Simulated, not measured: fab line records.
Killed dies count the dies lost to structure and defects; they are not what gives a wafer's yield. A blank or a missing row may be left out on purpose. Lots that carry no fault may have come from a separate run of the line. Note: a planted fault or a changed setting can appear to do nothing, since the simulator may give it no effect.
Struck lot and sound lot, side by side -- flow n5-finfet -- 24 steps out of a route of 1938
Sound: these wafers, L980.3, L980.5, L980.6. Wafers L986.1, L986.4, L986.5 were the ones struck. The cause is named last.
Order at every step that has rows: each side's tool, ch and its chambers, its first start. Under that, the readings that differ: sound wafers -- struck wafers -- difference of the means -- sigmas: that difference in standard deviations of wafers without a fault.
alike: readings with means less than 2 such deviations apart, plus words and numbers identical on both sides. not compared: withheld readings, readings lacking a value on some wafer, bounds such as >300 that could conceal the same value, and numbers that have no deviation in the record and whose values overlap.
A row with sigmas, a row that says differs or no value, or rows on one side alone: a step with any of these is where the two part. Numbers that have no deviation but don't overlap get no sigmas and don't part them. A reading missing from all wafers of one side parts the sides only when that side holds two or more wafers.

first, 10 steps without rows for these wafers: N5_DUMMY_GATE_ETCH_44 (etches poly-Si in HBr/O2, stops on SiO2, target depth 127.5 nm); N5_DUMMY_GATE_ETCH_42 (etches SiO2 in CHF3/O2, target depth 3.5 nm, time 31 s); N5_DUMMY_GATE_STRIP_48 (strips in N2/H2, time 20 s); N5_DUMMY_GATE_PRECLEAN_33 (cleans in dHF, time 10 s); N5_DUMMY_GATE_PRECLEAN_25 (cleans in O3/DIW, time 45 s); N5_DUMMY_GATE_PRECLEAN_51 (cleans in SC2, time 45 s); N5_DUMMY_GATE_SRD_26 (time 30 s); N5_DUMMY_GATE_UV_OZONE_45 (time 120 s); N5_SPACER0_ALD_07 (deposits SiNx, target thk 2 nm); N5_SPACER0_ALD_00 (deposits SiOCN, target thk 3.5 nm, pulse time 3 s, purge time 2 s).
N5_SPACER0_ALD_08: deposits SiNx, target thk 2 nm.
  sound on ald-sin-02 ch 1,2,3, day 5 05:02; struck on ald-sin-02 ch 0,2,3, day 6 17:30
  alike: heater-power-w
N5_SPACER0_INSPECT_04: inspects for defects (darkfield).
  sound on defect-inspect-02 at day 5 05:12; struck on defect-inspect-02 at day 6 17:40
reading,sound,struck,difference,sigmas
raw-defect-count,153 127 159,1281 1301 1206,+1116,+41
then, 8 steps without rows for these wafers: N5_SD_EPI_N_COAT_32 (time 60 s, resist thk 350 nm); N5_SD_EPI_N_COAT_33 (time 60 s, resist thk 35 nm); N5_SD_EPI_N_COAT_03 (resist thk 150 nm); N5_SD_EPI_N_EBR_05; N5_SD_EPI_N_SOFTBAKE_04 (time 60 s); N5_SD_EPI_N_EXPOSE_06 (exposes mask SD N BLK, target cd 120 nm); N5_SD_EPI_N_PEB_07 (peb time 60 s); N5_SD_EPI_N_DEVELOP_08 (develop time 30 s).
N5_SD_EPI_N_INSPECT_11: inspects for defects (macro).
  sound on defect-inspect-02 at day 5 05:32; struck on defect-inspect-01 at day 6 18:07
reading,sound,struck,difference,sigmas
raw-defect-count,1 3 1,>300 >300 >300,differs,
then, 1 step without rows for these wafers: N5_SD_EPI_N_DESCUM_14 (chemistry O2, time 7.9 s).
-- record jumps: 5 days separate the struck wafers' starts on either side; left off in module SD_EPI_N, taken up again in module BEOL_M4, whose first shown step is the route's number 1111 --
N5_BEOL_M4_RC_MEAS_101:
  sound on prober-02 ch 0, day 9 19:34; struck on prober-02 ch 0, day 11 23:23
reading,sound,struck,difference,sigmas
ION_P (uA/um),455 462 452,472 474 465,+14,+2
VT_P (mV),-251.7 -252.8 -255.5,-243.7 -247.0 -248.2,+7.0,+2
  alike: DIBL_N, DIBL_P, IOFF_N, IOFF_P, ION_N, SS_N, SS_P, VT_N
-- record jumps: 4 days separate the struck wafers' starts on either side; left off in module BEOL_M4, taken up again in module PASSIVATION, whose first shown step is the route's number 1936 --
N5_PASSIVATION_PROBE_49:
  sound on prober-02 at day 14 03:20; struck on prober-02 at day 16 01:47
reading,sound,struck,difference,sigmas
defect-limited-yield (%),91.6 92.5 90.2,82.5 84.5 80.9,-8.8,-7
killed-at-front-end,42 38 39,174 117 179,+117,+12
killed-dies,99 88 116,206 183 225,+104,+7
killed-on-rim,11 15 16,26 32 11,+9,+3
killed-short,40 35 50,17 28 37,-14,-2
sort_bin_5_function (%),5.3 4.5 5.3,10.0 8.8 11.8,+5.2,+7
sort-n-pass,1081 1092 1064,974 997 955,-104,-7
sort-yield-pct (%),91.6 92.5 90.2,82.5 84.5 80.9,-8.8,-7
  alike: killed_at_M0_to_M3, killed_at_M4_up, killed-at-contacts, killed-at-other, killed-open, sort_bin_6_memory

## WHERE THEY PART
Last at N5_PASSIVATION_PROBE_49 as far as this record goes, first at N5_SPACER0_INSPECT_04.

WHY: what the simulator had put in
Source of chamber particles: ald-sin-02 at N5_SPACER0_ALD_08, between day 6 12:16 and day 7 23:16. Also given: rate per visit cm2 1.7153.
